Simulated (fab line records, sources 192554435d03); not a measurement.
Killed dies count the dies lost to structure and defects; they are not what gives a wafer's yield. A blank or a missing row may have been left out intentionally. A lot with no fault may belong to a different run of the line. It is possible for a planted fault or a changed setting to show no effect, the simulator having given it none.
Split-lot trial / flow n5-finfet / 21 wafers read across 7 lots, on a route 1938 steps long

== THE SPLIT ITSELF ==
At N5_MIM_BOT_LITHO_EXPOSE_05 (exposes mask MIM BOT), the setting dose-mj was moved away from the recipe's 24.25 on 9 of the 21 wafers read, by -5.9% to +3.1%. For the rest of the wafers, this setting stayed at what the recipe calls for.

== FROM THE SPLIT TO THE READING: what the file shows between them, 3 steps ==
- N5_MIM_BOT_LITHO_PEB_06
- N5_MIM_BOT_LITHO_DEVELOP_07: develop time 60 s
- N5_MIM_BOT_LITHO_HARDBAKE_09: time 120 s

== THE READING ==
At N5_MIM_BOT_LITHO_CD_MEAS_08: cd-nm in nanometres, against a target cd of 3000 nm. On this fab line, fault-free wafers typically give 2998.5 nm with a standard deviation of 2.3 nm.

wafer=L076.2; tool, chamber at the split=krf-scanner-02, 0; dose-mj as run=24.25; against the recipe=recipe; cd-nm, nm=2999.1; against lot-mates on the recipe=-
wafer=L076.5; tool, chamber at the split=krf-scanner-02, 0; dose-mj as run=24.25; against the recipe=recipe; cd-nm, nm=2997.7; against lot-mates on the recipe=-
wafer=L076.6; tool, chamber at the split=krf-scanner-02, 0; dose-mj as run=24.25; against the recipe=recipe; cd-nm, nm=2994.7; against lot-mates on the recipe=-
wafer=L077.1; tool, chamber at the split=krf-scanner-01, 0; dose-mj as run=25; against the recipe=+3.1%; cd-nm, nm=3003.5; against lot-mates on the recipe=+7.0
wafer=L077.2; tool, chamber at the split=krf-scanner-01, 0; dose-mj as run=24.25; against the recipe=recipe; cd-nm, nm=2997.7; against lot-mates on the recipe=-
wafer=L077.4; tool, chamber at the split=krf-scanner-01, 0; dose-mj as run=24.25; against the recipe=recipe; cd-nm, nm=2995.3; against lot-mates on the recipe=-
wafer=L082.1; tool, chamber at the split=krf-scanner-01, 0; dose-mj as run=23.1; against the recipe=-4.7%; cd-nm, nm=2990.5; against lot-mates on the recipe=-6.7
wafer=L082.4; tool, chamber at the split=krf-scanner-01, 0; dose-mj as run=23.1; against the recipe=-4.7%; cd-nm, nm=2988.7; against lot-mates on the recipe=-8.5
wafer=L082.5; tool, chamber at the split=krf-scanner-01, 0; dose-mj as run=24.25; against the recipe=recipe; cd-nm, nm=2997.2; against lot-mates on the recipe=-
wafer=L083.2; tool, chamber at the split=krf-scanner-02, 0; dose-mj as run=24.25; against the recipe=recipe; cd-nm, nm=3000.5; against lot-mates on the recipe=-
wafer=L083.3; tool, chamber at the split=krf-scanner-02, 0; dose-mj as run=23.76; against the recipe=-2.0%; cd-nm, nm=2997.7; against lot-mates on the recipe=-1.9
wafer=L083.5; tool, chamber at the split=krf-scanner-02, 0; dose-mj as run=24.25; against the recipe=recipe; cd-nm, nm=2998.7; against lot-mates on the recipe=-
wafer=L090.1; tool, chamber at the split=krf-scanner-02, 0; dose-mj as run=24.25; against the recipe=recipe; cd-nm, nm=3003.6; against lot-mates on the recipe=-
wafer=L090.2; tool, chamber at the split=krf-scanner-02, 0; dose-mj as run=24.97; against the recipe=+3.0%; cd-nm, nm=3006.7; against lot-mates on the recipe=+4.0
wafer=L090.5; tool, chamber at the split=krf-scanner-02, 0; dose-mj as run=24.25; against the recipe=recipe; cd-nm, nm=3001.8; against lot-mates on the recipe=-
wafer=L094.3; tool, chamber at the split=krf-scanner-01, 0; dose-mj as run=24.83; against the recipe=+2.4%; cd-nm, nm=3002.7; against lot-mates on the recipe=+2.3
wafer=L094.4; tool, chamber at the split=krf-scanner-01, 0; dose-mj as run=24.25; against the recipe=recipe; cd-nm, nm=3000.4; against lot-mates on the recipe=-
wafer=L094.6; tool, chamber at the split=krf-scanner-01, 0; dose-mj as run=24.83; against the recipe=+2.4%; cd-nm, nm=2998.9; against lot-mates on the recipe=-1.5
wafer=L096.1; tool, chamber at the split=krf-scanner-01, 0; dose-mj as run=22.81; against the recipe=-5.9%; cd-nm, nm=2988.7; against lot-mates on the recipe=-8.6
wafer=L096.2; tool, chamber at the split=krf-scanner-01, 0; dose-mj as run=22.81; against the recipe=-5.9%; cd-nm, nm=2987.7; against lot-mates on the recipe=-9.6
wafer=L096.5; tool, chamber at the split=krf-scanner-01, 0; dose-mj as run=24.25; against the recipe=recipe; cd-nm, nm=2997.3; against lot-mates on the recipe=-

FIT RESULTS
A straight line over all 21 wafers: cd-nm changes by +1.74 nm for each +1% of dose-mj; r = +0.89; the points scatter about the line by 2.4 nm.
The same after taking each lot's own level away (the mean of its wafers on the recipe; 21 wafers): +1.45 nm for each +1%; r = +0.92; scatter 1.7 nm.
That fit puts the effect of the largest move of dose-mj on the reading at 8.6 nm.
The span of the lots' own levels, 2996.50 to 3002.70 nm, comes to 2.7 times the standard deviation stated above.
So the lot-to-lot level changes the slope: the two fits differ.
Check: -8.93 nm against its lot-mates is what the line predicts for one of the wafers moved furthest among these (-5.9%) when that wafer is left out of the fit. It came out at -8.6 nm against them.

== OTHER SPLITS APPLIED TO THESE WAFERS ==
Note: prior to the reading, these wafers also went through further splits. Each is held against what the fit with the lots' levels taken away leaves over:
other split on the same wafers=N5_BEOL_M14_TRENCH_ETCH_34 time-s; wafers away from the commonest value=8; r with cd-nm (lot level and that fit taken away)=+0.13

== THE FILE'S OWN FIT ==
cd-nm changes by +1.49 nm for each +1% of dose-mj, r = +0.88.
